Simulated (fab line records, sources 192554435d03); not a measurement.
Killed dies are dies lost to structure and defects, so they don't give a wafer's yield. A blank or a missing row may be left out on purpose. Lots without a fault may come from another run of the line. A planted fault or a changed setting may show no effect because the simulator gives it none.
Chamber matching | flow n5_finfet | N5_BEOL_M0_CUTY_ETCH_62 on rie_diel-04: 4 sister chambers
The step etches SiARC in CF4, time 58.5 s. 14 wafers are shown with their chamber, then 7 later ones without.

WAFERS WITH THEIR CHAMBER
wafer  | chamber | showerhead_plenum_p_Torr (Torr) | throttle_valve_pct (%) | etch_rf_on_time_s (s)
L074.1 | 3       | 2.03                            | 15.5                   | 59.8
L074.3 | 0       | 2.16                            | 15.9                   | 58.9
L074.6 | 0       | 2.16                            | 15.9                   | 58.5
L078.1 | 1       | 2.19                            | 15.6                   | 61.9
L078.3 | 3       | 2.03                            | 15.5                   | 60.1
L078.4 | 0       | 2.15                            | 15.9                   | 59.1
L080.1 | 1       | 2.19                            | 15.6                   | 62.8
L080.4 | 0       | 2.15                            | 16.0                   | 59.4
L080.6 | 3       | 2.03                            | 15.5                   | 60.4
L086.1 | 2       | 2.05                            | 15.9                   | 59.4
L086.5 | 1       | 2.18                            | 15.2                   | 60.5
L086.6 | 0       | 2.15                            | 16.0                   | 60.2
L088.1 | 0       | 2.15                            | 16.0                   | 60.1
L088.3 | 2       | 2.05                            | 15.9                   | 60.0

SIGNATURES (means of the wafers above)
reading                  | chamber 0 | chamber 1 | chamber 2 | chamber 3 | scatter within a chamber
showerhead_plenum_p_Torr | 2.1533    | 2.1867    | 2.0500    | 2.0300    | 0.00447
throttle_valve_pct       | 15.950    | 15.467    | 15.900    | 15.500    | 0.11
etch_rf_on_time_s        | 59.367    | 61.733    | 59.700    | 60.100    | 0.729
Rule: a wafer's distance from a chamber is the root of the sum, over the readings, of the square of ((its reading less the chamber's mean) divided by the reading's scatter). The wafer belongs to the nearest chamber; if the next one is less than 2 further off, it can't be placed. The scatter: the root of (the sum of the squares of (reading less its chamber's mean) over the shown wafers, divided by (wafers less chambers)).

WAFERS WITHOUT THEIR CHAMBER
wafer  | showerhead_plenum_p_Torr (Torr) | throttle_valve_pct (%) | etch_rf_on_time_s (s)
L088.6 | 2.18                            | 15.2                   | 60.2
L089.2 | 2.15                            | 16.0                   | 60.0
L089.3 | 2.18                            | 15.2                   | 60.5
L089.6 | 2.05                            | 15.9                   | 60.7
L092.1 | 2.14                            | 16.0                   | 59.6
L092.2 | 2.05                            | 15.9                   | 59.4
L092.6 | 2.14                            | 16.0                   | 59.4

WHICH CHAMBER EACH WENT THROUGH
wafer  | from the rows above | in truth
L088.6 | 1                   | 1
L089.2 | 0                   | 0
L089.3 | 1                   | 1
L089.6 | 2                   | 2
L092.1 | 0                   | 0
L092.2 | 2                   | 2
L092.6 | 0                   | 0
Placed correctly: 7 of 7. Can't be placed from these rows: 0. Placed wrongly: 0.
